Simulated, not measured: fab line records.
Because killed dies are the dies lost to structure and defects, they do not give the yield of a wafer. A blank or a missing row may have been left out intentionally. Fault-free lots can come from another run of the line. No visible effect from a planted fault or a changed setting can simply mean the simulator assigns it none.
fab line records	flow nandHarc
[record] lots = 24	wafers = 72	lastDay = 24
route steps=1159 shown P_GATE@216 P_CONTACT@242 P_M0@282 P_M1@299 P_M2@330
lots with no fault: from the same line, run without faults
startH: the number of hours between the record's first day and the start of the first shown wafer of the lot	waitH: hours since the lot's step before	" the same as in the row above	L1.1+2: a single row standing in for several wafers	- no value, or no start given	* or withheld: withheld	< > ~ a bound
route shown NAME@n: names a module that has steps shown in the file, with the first one's number in the route	usual: mean and standard deviation over wafers with no fault	same: alike in all rows	chamber/n: place in a boat	sites: per-site readings	_std_site: the standard deviation of these	_edge_site: outer sites' mean less inner sites'	radiusMm: how far each site lies from the wafer's centre	mask NAME#n: copy n	behind: the tool/chamber that last shaped the wafer	hold: what put the lot on hold/how long, in hours/how the hold closed	device: which transistor (n, p or np) failed to switch	end of line: tests of these same wafers at the route's end	where a step has no rows: the recipe by itself	killed: dies that structure and defects cost at the first sort, which is not the same as the wafer's yield	map: a wafer's dies, marking killed ones x, the rest . and places with no die _
set.NAME: the run value of the setting; set.NAME@STEP: its run value at that earlier step	model.NAME: the simulator's own value behind a step, which no gauge read
steps of the route over a sample of lots; a table a step, a row a wafer
services: when a tool's chamber went out of use (startH, in hours from the record's first day, below 0 if earlier), for how many hours, and the reason
[[steps]]
[step NHARC_P_GATE_INSPECT_68]
[usual] rawDefectCount = 216/83
lot.wafer	tool	chamber	startH	waitH	rawDefectCount
L074.1	defectInspect-02	-	105.23	0.2	373
L074.4	"	-	"	"	194
L074.6	"	-	"	"	210
L075.3	defectInspect-01	-	106.30	0.1	189
L075.4	"	-	"	"	145
L075.6	"	-	"	"	409
L076.3	defectInspect-01	-	120.26	0.1	147
L076.5	"	-	"	"	316
L076.6	"	-	"	"	159
L077.1	defectInspect-02	-	122.41	0.2	303
L077.3	"	-	"	"	125
L077.4	"	-	"	"	179
L079.1	defectInspect-02	-	136.92	0.2	104
L079.5	"	-	"	"	109
L079.6	"	-	"	"	113
L078.4	defectInspect-02	-	137.78	0.1	228
L078.5	"	-	"	"	225
L078.6	"	-	"	"	198
L080.2	defectInspect-01	-	147.72	0.1	214
L080.3	"	-	"	"	230
L080.4	"	-	"	"	326
L081.1	defectInspect-02	-	152.17	0.2	180
L081.5	"	-	"	"	350
L081.6	"	-	"	"	214
L082.1	defectInspect-01	-	156.33	0.2	136
L082.4	"	-	"	"	154
L082.5	"	-	"	"	231
L083.1	defectInspect-02	-	165.01	0.2	226
L083.3	"	-	"	"	352
L083.5	"	-	"	"	321
L084.2	defectInspect-02	-	165.17	0.1	155
L084.3	"	-	"	"	126
L084.4	"	-	"	"	180
L087.1	defectInspect-01	-	187.94	0.2	290
L087.2	"	-	"	"	442
L087.4	"	-	"	"	462
L086.2	defectInspect-01	-	189.15	0.1	274
L086.5	"	-	"	"	236
L086.6	"	-	"	"	187
L085.2	defectInspect-02	-	189.45	0.1	194
L085.3	"	-	"	"	279
L085.5	"	-	"	"	255
L088.1	defectInspect-02	-	195.66	0.2	125
L088.2	"	-	"	"	133
L088.4	"	-	"	"	188
L089.2	defectInspect-02	-	200.01	0.1	357
L089.4	"	-	"	"	432
L089.5	"	-	"	"	499
L091.3	defectInspect-01	-	205.96	0.1	320
L091.5	"	-	"	"	300
L091.6	"	-	"	"	168
L090.1	defectInspect-02	-	208.63	0.2	172
L090.3	"	-	"	"	129
L090.5	"	-	"	"	297
L092.1	defectInspect-01	-	215.65	0.2	260
L092.3	"	-	"	"	171
L092.4	"	-	"	"	219
L093.1	defectInspect-02	-	221.29	0.2	225
L093.4	"	-	"	"	367
L093.6	"	-	"	"	143
L094.1	defectInspect-01	-	228.48	0.2	134
L094.2	"	-	"	"	132
L094.5	"	-	"	"	209
L096.1	defectInspect-02	-	231.62	0.2	127
L096.4	"	-	"	"	167
L096.6	"	-	"	"	107
L095.3	defectInspect-01	-	234.51	0.1	174
L095.5	"	-	"	"	166
L095.6	"	-	"	"	180
L097.3	defectInspect-02	-	243.61	0.1	117
L097.4	"	-	"	"	186
L097.5	"	-	"	"	265
[step NHARC_P_CONTACT_STRIP_28]
[recipe] o2FlowSccm = 500	arFlowSccm = 0	biasW = 0	chemistry = O2
[usual] drypumpMotorCurrentA = 5.5/0.41	oesProductAu = 1.006/0.011	rfVppV = 57.6/0.88	showerheadPlenumPTorr = 3.45/0.15	throttleValvePct = 17.037/0.0096
lot.wafer	tool	chamber	startH	waitH	drypumpMotorCurrentA	oesProductAu	rfHoursCounterH	rfVppV	showerheadPlenumPTorr	throttleValvePct
L074.1	rieDiel-02	3	107.87	0.1	5.1	1.004	13	58.4	3.31	17.037
L074.4	"	1	"	"	5.9	1.002	12	55.8	3.34	17.040
L074.6	"	3	"	"	5.1	1.004	-	56.5	3.31	17.033
L075.4	rieDiel-13	1	109.01	0.1	5.1	1.005	0	57.9	3.40	17.020
L075.3	"	0	"	"	6.3	0.992	0	57.8	3.62	17.043
L075.6	"	1	"	"	5.1	1.016	-	58.7	3.40	17.056
L076.3	rieDiel-08	1	124.27	0.1	5.4	0.988	56	58.4	3.52	17.044
L076.6	"	1	"	"	5.4	0.990	-	58.6	3.52	17.028
L076.5	"	2	"	"	5.5	0.998	-	57.9	3.67	17.033
L077.4	rieDiel-02	3	125.19	0.1	5.1	1.025	15	57.2	3.31	17.047
L077.3	"	0	"	"	5.1	1.021	13	58.2	3.78	17.040
L077.1	"	1	"	"	6.0	1.013	14	57.5	3.34	17.046
L079.1	rieDiel-13	1	139.88	0.1	5.1	1.014	3	57.2	3.40	17.026
L079.6	"	0	"	"	6.3	0.999	-	58.2	3.62	17.031
L079.5	"	1	"	"	5.1	1.018	-	57.8	3.40	17.021
L078.4	rieDiel-13	0	140.55	0.1	6.3	0.999	3	58.2	3.62	17.028
L078.6	"	2	"	"	6.0	1.009	-	57.4	3.38	17.034
L078.5	"	3	"	"	5.2	0.993	-	57.7	3.43	17.045
L080.2	rieDiel-13	3	150.36	0.1	5.2	0.992	5	58.3	3.43	17.053
L080.3	"	2	"	"	6.0	1.010	4	57.0	3.38	17.034
L080.4	"	0	"	"	6.3	1.006	-	57.5	3.62	17.033
L081.1	rieDiel-13	2	155.37	0.1	6.0	1.004	5	58.2	3.38	17.025
L081.5	"	2	"	"	6.0	1.021	-	57.3	3.38	17.041
L081.6	"	3	"	"	5.2	1.006	-	57.8	3.43	17.040
L082.1	rieDiel-13	2	159.52	0.1	6.0	1.007	6	57.6	3.38	17.023
L082.4	"	3	"	"	5.2	0.996	-	57.9	3.43	17.039
L082.5	"	2	"	"	6.0	1.001	-	56.8	3.38	17.035
L083.3	rieDiel-13	2	167.82	0.1	6.0	1.010	7	56.9	3.38	17.039
L083.1	"	0	"	"	6.3	1.015	5	59.5	3.62	17.021
L083.5	"	1	"	"	5.1	1.007	-	57.7	3.40	17.037
L084.4	rieDiel-02	3	167.94	0.1	5.1	1.001	1	58.7	3.31	17.048
L084.2	"	0	"	"	5.1	1.021	1	56.4	3.77	17.045
L084.3	"	1	"	"	5.9	1.020	1	57.1	3.34	17.040
L087.4	rieDiel-02	0	190.71	0.1	5.1	1.016	3	59.0	3.77	17.043
L087.2	"	2	"	"	5.5	1.001	3	56.3	3.32	17.030
L087.1	"	3	"	"	5.1	1.001	3	57.3	3.31	17.024
L086.2	rieDiel-13	2	192.05	0.1	6.0	0.996	10	57.5	3.38	17.034
L086.6	"	3	"	"	5.2	0.997	-	58.2	3.43	17.026
L086.5	"	1	"	"	5.1	1.017	-	56.7	3.40	17.043
L085.3	rieDiel-02	3	192.22	0.1	5.1	0.995	4	56.8	3.31	17.047
L085.2	"	0	"	"	5.1	1.013	4	57.9	3.77	17.041
L085.5	"	1	"	"	5.9	1.014	-	55.4	3.34	17.034
L088.1	rieDiel-02	0	198.40	0.1	5.1	1.015	5	58.3	3.77	17.029
L088.4	"	1	"	"	6.0	1.027	4	56.8	3.33	17.050
L088.2	"	3	"	"	5.1	0.994	4	56.3	3.31	17.020
L089.2	rieDiel-13	0	203.15	0.1	6.3	0.996	8	57.7	3.62	17.046
L089.4	"	1	"	"	5.1	1.030	8	57.3	3.40	17.051
L089.5	"	3	"	"	5.2	0.995	-	57.4	3.43	17.049
L091.3	rieDiel-08	0	209.30	0.1	5.8	0.973	27	56.6	3.36	17.024
L091.6	"	2	"	"	5.5	1.010	-	58.4	3.65	17.041
L091.5	"	3	"	"	5.8	0.988	-	57.4	3.33	17.042
L090.3	rieDiel-02	0	211.40	0.1	5.1	1.013	6	59.1	3.77	17.033
L090.1	"	2	"	"	5.5	1.012	5	57.4	3.32	17.040
L090.5	"	0	"	"	5.1	1.011	-	58.0	3.77	17.033
L092.1	rieDiel-02	2	218.36	0.1	5.5	1.013	5	56.8	3.32	17.032
L092.3	"	3	"	"	5.1	1.009	6	57.7	3.31	17.024
L092.4	"	1	"	"	5.9	1.012	6	56.5	3.33	17.028
L093.4	rieDiel-02	0	224.02	0.1	5.1	1.011	7	57.8	3.77	17.053
L093.1	"	1	"	"	6.0	1.014	7	57.9	3.33	17.011
L093.6	"	1	"	"	6.0	1.002	-	57.5	3.33	17.043
L094.1	rieDiel-08	3	231.47	0.1	5.8	0.991	40	56.3	3.33	17.023
L094.2	"	1	"	"	5.5	1.002	39	58.8	3.50	17.043
L094.5	"	3	"	"	5.8	0.981	-	58.3	3.33	17.041
L096.1	rieDiel-02	0	234.40	0.1	5.1	1.027	8	58.8	3.77	17.045
L096.4	"	1	"	"	5.9	1.008	8	57.7	3.33	17.040
L096.6	"	3	"	"	5.1	1.012	-	56.3	3.31	17.056
L095.3	rieDiel-13	1	237.33	0.1	5.1	1.004	12	57.2	3.39	17.034
L095.5	"	3	"	"	5.2	0.992	-	56.6	3.43	17.028
L095.6	"	0	"	"	6.3	0.985	-	56.6	3.61	17.042
L097.3	rieDiel-02	2	246.45	0.1	5.5	0.999	9	58.0	3.32	17.037
L097.4	"	3	"	"	5.1	0.999	-	57.7	3.31	17.025
L097.5	"	0	"	"	5.1	1.008	-	59.0	3.77	17.034
[step NHARC_P_CONTACT_ALD_22]
[recipe] targetThkA = 30	pulseTimeS = 1	aldCycles = 150	tempC = 450	material = TiN
[usual] heaterPowerW = 1084/160	precursorPulseHeightRel = 1.000/0.021
lot.wafer	tool	chamber	startH	waitH	heaterPowerW	precursorPulseHeightRel
L074.4	aldMetal-04	2	108.78	-	1562	0.966
L074.1	"	3	"	"	991	0.999
L074.6	"	1	"	"	974	1.010
L075.3	aldMetal-04	2	109.93	-	1640	1.008
L075.4	"	3	"	"	980	1.034
L075.6	"	1	"	"	965	1.001
L076.3	aldMetal-03	2	125.17	-	1000	0.990
L076.5	"	2	"	"	993	1.034
L076.6	"	3	"	"	988	1.021
L077.4	aldMetal-04	3	126.05	-	991	0.987
L077.1	"	0	"	"	1177	1.000
L077.3	"	1	"	"	951	0.976
L079.1	aldMetal-03	3	140.80	-	997	1.028
L079.6	"	0	"	"	1066	1.022
L079.5	"	1	"	"	1148	0.987
L078.4	aldMetal-01	3	141.46	-	889	1.004
L078.6	"	1	"	"	1111	1.000
L078.5	"	2	"	"	968	0.975
L080.2	aldMetal-04	2	151.29	-	1558	0.999
L080.3	"	3	"	"	1007	1.010
L080.4	"	0	"	"	1214	1.028
L081.1	aldMetal-01	1	156.38	-	1122	1.011
L081.6	"	0	"	"	1092	0.983
L081.5	"	1	"	"	1133	0.978
L082.1	aldMetal-03	3	160.53	-	1001	0.996
L082.4	"	1	"	"	1094	0.996
L082.5	"	3	"	"	983	0.981
L083.1	aldMetal-04	3	168.68	-	1011	1.017
L083.3	"	1	"	"	959	0.984
L083.5	"	0	"	"	1212	1.014
L084.2	aldMetal-01	3	168.86	-	859	1.047
L084.3	"	0	"	"	1080	0.990
L084.4	"	1	"	"	1075	1.012
L087.1	aldMetal-04	2	191.61	-	1587	1.013
L087.2	"	0	"	"	1221	0.992
L087.4	"	1	"	"	959	0.981
L086.2	aldMetal-03	1	192.98	-	1086	0.967
L086.6	"	0	"	"	1123	0.964
L086.5	"	1	"	"	1058	1.013
L085.2	aldMetal-01	0	193.07	-	1108	0.969
L085.3	"	2	"	"	995	1.005
L085.5	"	0	"	"	1084	0.970
L088.1	aldMetal-03	2	199.28	-	993	1.009
L088.4	"	3	"	"	1009	0.985
L088.2	"	1	"	"	1052	1.015
L089.2	aldMetal-03	0	204.17	-	1090	0.999
L089.4	"	1	"	"	1084	0.981
L089.5	"	3	"	"	1010	1.015
L091.3	aldMetal-01	3	210.24	-	869	0.966
L091.5	"	0	"	"	1120	1.007
L091.6	"	1	"	"	1146	1.004
L090.1	aldMetal-01	2	212.28	-	962	0.997
L090.3	"	1	"	"	1124	0.940
L090.5	"	3	"	"	855	1.000
L092.1	aldMetal-04	3	219.26	-	961	0.984
L092.3	"	0	"	"	1226	1.011
L092.4	"	1	"	"	947	0.993
L093.4	aldMetal-01	2	224.94	-	977	1.027
L093.1	"	3	"	"	872	0.975
L093.6	"	0	"	"	1112	0.981
L094.2	aldMetal-01	2	232.40	-	993	0.957
L094.1	"	3	"	"	887	1.044
L094.5	"	1	"	"	1110	1.002
L096.1	aldMetal-03	3	235.31	-	1010	0.967
L096.4	"	0	"	"	1111	0.984
L096.6	"	2	"	"	993	0.992
L095.3	aldMetal-04	1	238.23	-	946	0.995
L095.6	"	2	"	"	1488	1.016
L095.5	"	3	"	"	957	1.008
L097.3	aldMetal-03	0	247.38	-	1124	0.995
L097.4	"	3	"	"	983	0.982
L097.5	"	0	"	"	1116	0.994
[step NHARC_P_M0_INSPECT_27]
[usual] rawDefectCount = 287/120
lot.wafer	tool	chamber	startH	waitH	rawDefectCount
L074.1	defectInspect-02	-	113.55	0.0	266
L074.4	"	-	"	"	300
L074.6	"	-	"	"	167
L075.3	defectInspect-02	-	115.00	0.0	388
L075.4	"	-	"	"	351
L075.6	"	-	"	"	250
L076.3	defectInspect-01	-	136.51	0.0	488
L076.5	"	-	"	"	464
L076.6	"	-	"	"	415
L077.1	defectInspect-01	-	137.03	0.0	199
L077.3	"	-	"	"	429
L077.4	"	-	"	"	531
L079.1	defectInspect-01	-	151.35	0.0	230
L079.5	"	-	"	"	203
L079.6	"	-	"	"	177
L078.4	defectInspect-02	-	151.71	0.0	349
L078.5	"	-	"	"	479
L078.6	"	-	"	"	251
L080.2	defectInspect-02	-	157.25	0.0	211
L080.3	"	-	"	"	252
L080.4	"	-	"	"	271
L081.1	defectInspect-01	-	166.02	0.0	199
L081.5	"	-	"	"	238
L081.6	"	-	"	"	220
L082.1	defectInspect-02	-	167.11	0.0	554
L082.4	"	-	"	"	202
L082.5	"	-	"	"	291
L083.1	defectInspect-01	-	173.61	0.0	199
L083.3	"	-	"	"	498
L083.5	"	-	"	"	498
L084.2	defectInspect-01	-	173.83	0.0	341
L084.3	"	-	"	"	290
L084.4	"	-	"	"	411
L087.1	defectInspect-02	-	200.34	0.0	290
L087.2	"	-	"	"	273
L087.4	"	-	"	"	221
L086.2	defectInspect-02	-	200.68	0.0	302
L086.5	"	-	"	"	321
L086.6	"	-	"	"	190
L085.2	defectInspect-02	-	200.92	0.0	298
L085.3	"	-	"	"	174
L085.5	"	-	"	"	221
L088.1	defectInspect-02	-	204.15	0.0	328
L088.2	"	-	"	"	305
L088.4	"	-	"	"	132
L089.2	defectInspect-02	-	211.24	0.0	150
L089.4	"	-	"	"	174
L089.5	"	-	"	"	278
L091.3	defectInspect-01	-	219.17	0.0	196
L091.5	"	-	"	"	229
L091.6	"	-	"	"	215
L090.1	defectInspect-02	-	223.33	0.0	178
L090.3	"	-	"	"	423
L090.5	"	-	"	"	297
L092.1	defectInspect-02	-	225.23	0.0	143
L092.3	"	-	"	"	163
L092.4	"	-	"	"	200
L093.1	defectInspect-01	-	233.00	0.0	525
L093.4	"	-	"	"	889
L093.6	"	-	"	"	714
L094.1	defectInspect-01	-	242.36	0.0	204
L094.2	"	-	"	"	162
L094.5	"	-	"	"	235
L096.1	defectInspect-02	-	243.05	0.0	169
L096.4	"	-	"	"	125
L096.6	"	-	"	"	79
L095.3	defectInspect-01	-	243.57	0.0	276
L095.5	"	-	"	"	320
L095.6	"	-	"	"	439
L097.3	defectInspect-02	-	255.19	0.0	125
L097.4	"	-	"	"	579
L097.5	"	-	"	"	395
[step NHARC_P_M1_ETCH_35]
[recipe] targetDepthA = 400	overetchA = 120	timeS = 43.94	ionEnergyEv = 200	n2FlowSccm = 150	h2FlowSccm = 150	arFlowSccm = 0	rfW = 400	biasW = 150	chemistry = N2/H2
[usual] drypumpMotorCurrentA = 5.4/0.39	oesProductAu = 0.997/0.01	rfFwdPowerW = 393.8/1.4	rfVppV = 431.4/2.4	showerheadPlenumPTorr = 2.07/0.08	throttleValvePct = 14.172/0.0091
lot.wafer	tool	chamber	startH	waitH	drypumpMotorCurrentA	oesProductAu	rfFwdPowerW	rfHoursCounterH	rfVppV	showerheadPlenumPTorr	throttleValvePct
L074.1	rieDiel-05	1	115.27	0.1	5.6	0.990	393.6	7	429.7	2.02	14.164
L074.4	"	2	"	"	5.5	1.005	392.4	6	430.3	2.06	14.167
L074.6	"	0	"	"	5.2	1.007	394.7	-	434.1	2.14	14.165
L075.3	rieDiel-10	0	116.67	0.1	5.2	0.982	394.2	2	430.9	2.07	14.172
L075.4	"	2	"	"	6.2	0.988	396.5	3	430.3	2.02	14.173
L075.6	"	0	"	"	5.2	0.985	395.7	-	430.6	2.07	14.171
L076.3	rieDiel-10	3	138.48	0.1	5.4	1.006	392.5	3	432.6	2.14	14.165
L076.6	"	0	"	"	5.2	0.982	395.7	-	432.4	2.07	14.163
L076.5	"	1	"	"	4.9	0.995	394.6	-	435.7	2.18	14.164
L077.1	rieDiel-05	2	138.69	0.1	5.5	0.998	392.0	8	431.5	2.06	14.179
L077.3	"	0	"	"	5.2	1.010	392.0	9	433.2	2.14	14.161
L077.4	"	3	"	"	5.4	0.996	395.6	-	431.4	2.05	14.175
L079.1	rieDiel-05	3	153.05	0.1	5.4	0.990	394.4	10	431.3	2.05	14.177
L079.6	"	0	"	"	5.2	1.003	392.6	-	434.1	2.14	14.177
L079.5	"	1	"	"	5.5	0.994	395.0	-	429.4	2.02	14.181
L078.4	rieDiel-10	0	153.48	0.2	5.2	0.995	393.5	3	431.8	2.07	14.192
L078.6	"	0	"	"	5.2	0.987	393.4	-	432.2	2.07	14.169
L078.5	"	1	"	"	4.9	0.996	391.8	-	434.4	2.18	14.160
L080.3	rieDiel-05	0	159.07	0.1	5.2	1.010	393.1	10	432.7	2.14	14.176
L080.2	"	1	"	"	5.6	1.009	393.8	8	429.4	2.02	14.168
L080.4	"	3	"	"	5.4	1.006	393.4	11	430.2	2.05	14.160
L081.1	rieDiel-10	2	167.75	0.1	6.2	0.998	394.5	4	430.5	2.02	14.170
L081.6	"	2	"	"	6.2	0.995	395.5	-	428.9	2.02	14.169
L081.5	"	3	"	"	5.4	0.994	392.9	-	433.0	2.13	14.163
L082.1	rieDiel-10	0	168.77	0.1	5.2	0.993	393.6	4	431.1	2.07	14.168
L082.4	"	1	"	"	4.9	0.996	391.8	4	434.0	2.18	14.178
L082.5	"	1	"	"	4.9	1.004	392.3	-	434.8	2.18	14.177
L083.1	rieDiel-10	0	175.43	0.1	5.2	0.982	393.3	4	432.4	2.07	14.170
L083.3	"	3	"	"	5.4	0.996	391.7	4	433.7	2.13	14.166
L083.5	"	1	"	"	4.9	0.991	391.7	-	434.1	2.18	14.171
L084.4	rieDiel-05	3	175.58	0.1	5.4	1.005	395.2	0	431.8	2.05	14.164
L084.2	"	0	"	"	5.2	1.004	394.3	0	432.6	2.14	14.174
L084.3	"	2	"	"	5.5	1.013	392.3	0	431.2	2.06	14.169
L087.2	rieDiel-05	3	202.02	0.1	5.4	1.018	395.8	1	430.5	2.04	14.180
L087.1	"	0	"	"	5.2	1.002	393.8	1	431.7	2.14	14.190
L087.4	"	2	"	"	5.5	1.031	393.0	1	431.6	2.06	14.169
L086.2	rieDiel-10	0	202.32	0.1	5.2	0.974	394.0	0	430.6	2.07	14.182
L086.6	"	0	"	"	5.2	0.980	394.7	-	431.7	2.07	14.179
L086.5	"	1	"	"	4.9	0.988	395.0	-	434.2	2.18	14.165
L085.3	rieDiel-06	3	202.59	0.1	5.1	1.004	392.6	10	427.2	1.90	14.159
L085.2	"	0	"	"	5.9	0.992	395.9	9	432.2	2.13	14.182
L085.5	"	3	"	"	5.0	0.999	392.7	-	426.9	1.90	14.167
L088.1	rieDiel-05	0	206.31	0.1	5.2	1.002	394.6	1	432.8	2.14	14.182
L088.4	"	1	"	"	5.6	1.011	393.3	2	429.8	2.02	14.181
L088.2	"	2	"	"	5.5	1.011	390.6	2	430.3	2.06	14.170
L089.2	rieDiel-05	2	213.05	0.1	5.5	1.008	393.0	2	431.7	2.06	14.178
L089.4	"	0	"	"	5.2	1.007	391.7	2	432.1	2.14	14.169
L089.5	"	2	"	"	5.5	1.011	393.0	-	432.1	2.06	14.174
L091.3	rieDiel-10	0	220.86	0.1	5.2	0.971	392.1	1	431.8	2.07	14.172
L091.6	"	1	"	"	4.8	0.995	393.3	-	432.8	2.18	14.188
L091.5	"	2	"	"	6.2	1.000	392.8	-	429.3	2.02	14.185
L090.1	rieDiel-06	0	224.90	0.1	5.9	0.989	396.2	11	433.5	2.13	14.175
L090.3	"	1	"	"	6.0	1.006	395.4	11	424.7	1.89	14.175
L090.5	"	1	"	"	6.0	1.003	395.4	-	425.2	1.89	14.158
L092.1	rieDiel-10	0	226.77	0.1	5.2	0.977	393.2	1	431.6	2.07	14.177
L092.3	"	1	"	"	4.9	0.984	394.3	1	434.9	2.18	14.177
L092.4	"	2	"	"	6.2	0.997	391.4	1	430.1	2.02	14.169
L093.1	rieDiel-06	3	234.54	0.1	5.0	1.001	392.8	14	426.7	1.90	14.160
L093.4	"	1	"	"	6.0	0.991	394.0	13	427.0	1.89	14.165
L093.6	"	3	"	"	5.0	0.997	394.5	-	428.1	1.90	14.169
L094.2	rieDiel-10	1	244.02	0.1	4.9	0.993	393.9	1	435.2	2.18	14.179
L094.1	"	3	"	"	5.4	0.988	393.3	1	429.7	2.13	14.144
L094.5	"	2	"	"	6.2	0.993	395.5	-	429.9	2.02	14.164
L096.4	rieDiel-10	0	244.69	0.1	5.2	0.972	394.5	1	431.7	2.07	14.166
L096.1	"	1	"	"	4.9	0.992	396.2	1	434.5	2.18	14.181
L096.6	"	0	"	"	5.2	0.981	393.0	-	431.3	2.07	14.151
L095.3	rieDiel-10	2	245.25	0.1	6.2	1.000	393.8	1	430.2	2.02	14.155
L095.6	"	3	"	"	5.4	0.998	392.1	-	433.8	2.13	14.175
L095.5	"	0	"	"	5.2	0.990	395.9	-	432.6	2.07	14.175
L097.3	rieDiel-06	3	256.86	0.1	5.0	0.994	392.5	1	426.4	1.90	14.173
L097.4	"	1	"	"	6.0	0.998	394.1	1	426.0	1.89	14.165
L097.5	"	0	"	"	5.9	0.998	394.0	-	432.3	2.13	14.181
[step NHARC_P_M2_INSPECT_11]
[usual] rawDefectCount = 3.9/2.3
lot.wafer	tool	chamber	startH	waitH	rawDefectCount
L074.1	defectInspect-01	-	119.35	0.0	2
L074.4	"	-	"	"	2
L074.6	"	-	"	"	1
L075.3	defectInspect-01	-	120.54	0.0	5
L075.4	"	-	"	"	2
L075.6	"	-	"	"	4
L076.3	defectInspect-01	-	142.58	0.0	6
L076.5	"	-	"	"	2
L076.6	"	-	"	"	1
L077.1	defectInspect-02	-	142.61	0.0	2
L077.3	"	-	"	"	7
L077.4	"	-	"	"	2
L079.1	defectInspect-02	-	157.05	0.0	2
L079.5	"	-	"	"	1
L079.6	"	-	"	"	2
L078.4	defectInspect-01	-	157.67	0.0	5
L078.5	"	-	"	"	3
L078.6	"	-	"	"	2
L080.2	defectInspect-02	-	163.41	0.0	1
L080.3	"	-	"	"	5
L080.4	"	-	"	"	8
L081.1	defectInspect-01	-	171.69	0.0	4
L081.5	"	-	"	"	7
L081.6	"	-	"	"	8
L082.1	defectInspect-02	-	172.82	0.0	4
L082.4	"	-	"	"	8
L082.5	"	-	"	"	7
L083.1	defectInspect-01	-	179.45	0.0	3
L083.3	"	-	"	"	3
L083.5	"	-	"	"	1
L084.2	defectInspect-02	-	179.74	0.0	6
L084.3	"	-	"	"	7
L084.4	"	-	"	"	7
L087.1	defectInspect-01	-	206.21	0.0	4
L087.2	"	-	"	"	9
L087.4	"	-	"	"	4
L086.2	defectInspect-01	-	206.83	0.0	4
L086.5	"	-	"	"	4
L086.6	"	-	"	"	2
L085.2	defectInspect-01	-	207.16	0.0	3
L085.3	"	-	"	"	2
L085.5	"	-	"	"	2
L088.1	defectInspect-02	-	210.33	0.0	3
L088.2	"	-	"	"	3
L088.4	"	-	"	"	6
L089.2	defectInspect-02	-	217.19	0.0	2
L089.4	"	-	"	"	3
L089.5	"	-	"	"	2
L091.3	defectInspect-02	-	225.17	0.0	2
L091.5	"	-	"	"	6
L091.6	"	-	"	"	6
L090.1	defectInspect-01	-	228.91	0.0	1
L090.3	"	-	"	"	5
L090.5	"	-	"	"	4
L092.1	defectInspect-01	-	230.66	0.0	6
L092.3	"	-	"	"	2
L092.4	"	-	"	"	2
L093.1	defectInspect-01	-	238.56	0.0	2
L093.4	"	-	"	"	4
L093.6	"	-	"	"	8
L094.1	defectInspect-01	-	247.92	0.0	5
L094.2	"	-	"	"	5
L094.5	"	-	"	"	4
L096.1	defectInspect-01	-	248.70	0.0	2
L096.4	"	-	"	"	5
L096.6	"	-	"	"	5
L095.3	defectInspect-01	-	249.27	0.0	3
L095.5	"	-	"	"	3
L095.6	"	-	"	"	2
L097.3	defectInspect-02	-	260.75	0.0	4
L097.4	"	-	"	"	7
L097.5	"	-	"	"	6
[[services]]
tool	chamber	startH	hours	kind
rieDiel-10	2	86.53	3.8	repair
rieDiel-13	-	99.00	9.0	pm
aldMetal-01	-	101.36	4.4	repair
aldMetal-01	-	105.77	10.0	pm
rieDiel-02	0	108.44	6.3	repair
rieDiel-10	-	110.44	0.8	repair
rieDiel-05	-	116.59	0.3	repair
rieDiel-05	1	124.83	1.4	repair
rieDiel-05	1	130.40	16.2	repair
aldMetal-03	-	144.00	10.0	pm
rieDiel-13	1	144.74	23.0	repair
aldMetal-01	3	147.49	19.3	repair
rieDiel-02	-	150.70	9.0	pm
rieDiel-13	0	152.25	13.6	repair
rieDiel-05	-	163.74	9.0	pm
aldMetal-01	-	175.88	1.2	repair
rieDiel-10	-	176.50	9.0	pm
rieDiel-13	0	183.16	9.0	repair
rieDiel-02	3	183.17	3.3	repair
aldMetal-04	-	185.28	0.5	repair
aldMetal-01	3	185.40	12.6	repair
rieDiel-10	-	219.34	0.7	repair
rieDiel-13	-	231.00	0.4	repair
rieDiel-02	1	246.19	5.3	repair
[[key]]
fault none
